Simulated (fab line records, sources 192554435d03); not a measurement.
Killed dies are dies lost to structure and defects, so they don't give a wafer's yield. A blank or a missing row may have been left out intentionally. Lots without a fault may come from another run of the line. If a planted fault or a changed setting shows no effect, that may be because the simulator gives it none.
Lot-split experiment :: flow n5 finfet :: 21 wafers read from 7 lots, route of 1938 steps

ON THE SPLIT
At N5_BEOL_M7_COAT_05 (resist thk 90 nm), the setting spin rpm was moved away from the recipe's 1500 rpm on 6 of the 21 wafers read, by -9.5% to +10.8%. This setting was run at the recipe's value on the other wafers.

FROM THE SPLIT TO THE READING: what the file shows between them, 2 steps
- N5_BEOL_M7_EXPOSE_08: exposes mask M7 (also split here: dose mj)
- N5_BEOL_M7_PEB_09: peb time 60 s

THE READING
CAR-ArF_of_BEOL_M7_COAT_05.thk nm (the simulator's own value, which no gauge read), in nm, at N5_BEOL_M7_DEVELOP_10 (develop time 30 s). The file gives no usual value for it. The 15 wafers here that ran the recipe average 88.4 nm, standard deviation 0.2 nm.

wafer: L083.1
tool, chamber at the split: litho track-03, 0
spin rpm as run, rpm: 1500
against the recipe: recipe
CAR-ArF_of_BEOL_M7_COAT_05.thk nm, nm: 88.6
against lot-mates on the recipe: -

wafer: L083.3
tool, chamber at the split: litho track-03, 0
spin rpm as run, rpm: 1357
against the recipe: -9.5%
CAR-ArF_of_BEOL_M7_COAT_05.thk nm, nm: 93
against lot-mates on the recipe: +4.5

wafer: L083.4
tool, chamber at the split: litho track-03, 0
spin rpm as run, rpm: 1500
against the recipe: recipe
CAR-ArF_of_BEOL_M7_COAT_05.thk nm, nm: 88.4
against lot-mates on the recipe: -

wafer: L085.2
tool, chamber at the split: litho track-03, 0
spin rpm as run, rpm: 1500
against the recipe: recipe
CAR-ArF_of_BEOL_M7_COAT_05.thk nm, nm: 88.4
against lot-mates on the recipe: -

wafer: L085.3
tool, chamber at the split: litho track-03, 0
spin rpm as run, rpm: 1500
against the recipe: recipe
CAR-ArF_of_BEOL_M7_COAT_05.thk nm, nm: 88.6
against lot-mates on the recipe: -

wafer: L085.6
tool, chamber at the split: litho track-03, 0
spin rpm as run, rpm: 1662
against the recipe: +10.8%
CAR-ArF_of_BEOL_M7_COAT_05.thk nm, nm: 84
against lot-mates on the recipe: -4.5

wafer: L089.4
tool, chamber at the split: litho track-05, 0
spin rpm as run, rpm: 1500
against the recipe: recipe
CAR-ArF_of_BEOL_M7_COAT_05.thk nm, nm: 88.2
against lot-mates on the recipe: -

wafer: L089.5
tool, chamber at the split: litho track-05, 0
spin rpm as run, rpm: 1645
against the recipe: +9.7%
CAR-ArF_of_BEOL_M7_COAT_05.thk nm, nm: 84.2
against lot-mates on the recipe: -4.1

wafer: L089.6
tool, chamber at the split: litho track-05, 0
spin rpm as run, rpm: 1500
against the recipe: recipe
CAR-ArF_of_BEOL_M7_COAT_05.thk nm, nm: 88.4
against lot-mates on the recipe: -

wafer: L092.1
tool, chamber at the split: litho track-05, 0
spin rpm as run, rpm: 1500
against the recipe: recipe
CAR-ArF_of_BEOL_M7_COAT_05.thk nm, nm: 88.4
against lot-mates on the recipe: -

wafer: L092.5
tool, chamber at the split: litho track-05, 0
spin rpm as run, rpm: 1500
against the recipe: recipe
CAR-ArF_of_BEOL_M7_COAT_05.thk nm, nm: 88.4
against lot-mates on the recipe: -

wafer: L092.2
tool, chamber at the split: litho track-05, 0
spin rpm as run, rpm: 1500
against the recipe: recipe
CAR-ArF_of_BEOL_M7_COAT_05.thk nm, nm: 88.2
against lot-mates on the recipe: -

wafer: L090.1
tool, chamber at the split: litho track-04, 0
spin rpm as run, rpm: 1576
against the recipe: +5.1%
CAR-ArF_of_BEOL_M7_COAT_05.thk nm, nm: 86.4
against lot-mates on the recipe: -2.6

wafer: L090.2
tool, chamber at the split: litho track-04, 0
spin rpm as run, rpm: 1576
against the recipe: +5.1%
CAR-ArF_of_BEOL_M7_COAT_05.thk nm, nm: 86.4
against lot-mates on the recipe: -2.6

wafer: L090.5
tool, chamber at the split: litho track-04, 0
spin rpm as run, rpm: 1500
against the recipe: recipe
CAR-ArF_of_BEOL_M7_COAT_05.thk nm, nm: 89
against lot-mates on the recipe: -

wafer: L094.1
tool, chamber at the split: litho track-05, 0
spin rpm as run, rpm: 1500
against the recipe: recipe
CAR-ArF_of_BEOL_M7_COAT_05.thk nm, nm: 88.2
against lot-mates on the recipe: -

wafer: L094.4
tool, chamber at the split: litho track-05, 0
spin rpm as run, rpm: 1500
against the recipe: recipe
CAR-ArF_of_BEOL_M7_COAT_05.thk nm, nm: 88.4
against lot-mates on the recipe: -

wafer: L094.5
tool, chamber at the split: litho track-05, 0
spin rpm as run, rpm: 1500
against the recipe: recipe
CAR-ArF_of_BEOL_M7_COAT_05.thk nm, nm: 88.6
against lot-mates on the recipe: -

wafer: L095.2
tool, chamber at the split: litho track-03, 0
spin rpm as run, rpm: 1500
against the recipe: recipe
CAR-ArF_of_BEOL_M7_COAT_05.thk nm, nm: 88.4
against lot-mates on the recipe: -

wafer: L095.6
tool, chamber at the split: litho track-03, 0
spin rpm as run, rpm: 1500
against the recipe: recipe
CAR-ArF_of_BEOL_M7_COAT_05.thk nm, nm: 88.4
against lot-mates on the recipe: -

wafer: L095.4
tool, chamber at the split: litho track-03, 0
spin rpm as run, rpm: 1378
against the recipe: -8.1%
CAR-ArF_of_BEOL_M7_COAT_05.thk nm, nm: 92.2
against lot-mates on the recipe: +3.8

FIT RESULTS
A straight line over all 21 wafers: CAR-ArF_of_BEOL_M7_COAT_05.thk nm changes by -0.441 nm for each +1% of spin rpm; r = -0.99; the points scatter about the line by 0.21 nm.
The same after taking each lot's own level away (the mean of its wafers on the recipe; 21 wafers): -0.451 nm for each +1%; r = -1.00; scatter 0.18 nm.
On that fit, the largest move of spin rpm shifts the reading by 4.9 nm.
The lots' own levels span 88.30 to 89.00 nm, that is 3.6 times the standard deviation above.
Consequently the slope shifts little with the lot-to-lot level, the two slopes agreeing.
Check: for one of the wafers moved furthest among these (+10.8%), held out of the fit, the line's prediction against its lot-mates is -5 nm. It came out at -4.5 nm against them.

THE OTHER SPLITS THESE WAFERS WENT THROUGH
Before the reading, these wafers also passed through other splits. Each is held against what the fit with the lots' levels taken away leaves over:
other split on the same wafers: N5_BEOL_M0_SAQP_ETCH_88 source w
wafers away from the commonest value: 9
r with CAR-ArF_of_BEOL_M7_COAT_05.thk nm (lot level and that fit taken away): -0.42

other split on the same wafers: N5_BEOL_M0_SAQP_ALD_48 ald cycles
wafers away from the commonest value: 7
r with CAR-ArF_of_BEOL_M7_COAT_05.thk nm (lot level and that fit taken away): -0.13

other split on the same wafers: N5_BEOL_M1_EXPOSE_08 dose mj
wafers away from the commonest value: 9
r with CAR-ArF_of_BEOL_M7_COAT_05.thk nm (lot level and that fit taken away): +0.15

other split on the same wafers: N5_BEOL_M1_ETCH_64 source w
wafers away from the commonest value: 3
r with CAR-ArF_of_BEOL_M7_COAT_05.thk nm (lot level and that fit taken away): +0.24

other split on the same wafers: N5_BEOL_M2_ILD_DEP_00 time s
wafers away from the commonest value: 11
r with CAR-ArF_of_BEOL_M7_COAT_05.thk nm (lot level and that fit taken away): +0.09

other split on the same wafers: N5_BEOL_M2_ALD_98 ald cycles
wafers away from the commonest value: 5
r with CAR-ArF_of_BEOL_M7_COAT_05.thk nm (lot level and that fit taken away): +0.00

other split on the same wafers: N5_BEOL_M3_DESCUM_33 time s
wafers away from the commonest value: 7
r with CAR-ArF_of_BEOL_M7_COAT_05.thk nm (lot level and that fit taken away): -0.28

other split on the same wafers: N5_BEOL_M5_COAT_22 spin rpm
wafers away from the commonest value: 8
r with CAR-ArF_of_BEOL_M7_COAT_05.thk nm (lot level and that fit taken away): +0.30

other split on the same wafers: N5_BEOL_M5_SPUTTER_83 time s
wafers away from the commonest value: 6
r with CAR-ArF_of_BEOL_M7_COAT_05.thk nm (lot level and that fit taken away): -0.16

other split on the same wafers: N5_BEOL_M7_EXPOSE_08 dose mj
wafers away from the commonest value: 11
r with CAR-ArF_of_BEOL_M7_COAT_05.thk nm (lot level and that fit taken away): -0.21

THE WHOLE CHAIN: every reading that the file lists as answering this split, in the file's order
step: N5_BEOL_M7_COAT_05
what it does: resist thk 90 nm
reading: CAR-ArF_of_BEOL_M7_COAT_05.thk nm (the simulator's own value, which no gauge read)
change (the file's fit): -0.443 nm for each +1% of the setting
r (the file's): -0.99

step: N5_BEOL_M7_DEVELOP_10
what it does: develop time 30 s
reading: CAR-ArF_of_BEOL_M7_COAT_05.thk nm (the simulator's own value, which no gauge read)
change (the file's fit): -0.446 nm for each +1% of the setting
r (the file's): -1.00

FILE'S OWN FIT
CAR-ArF_of_BEOL_M7_COAT_05.thk nm changes by -0.446 nm for each +1% of spin rpm, r = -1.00.
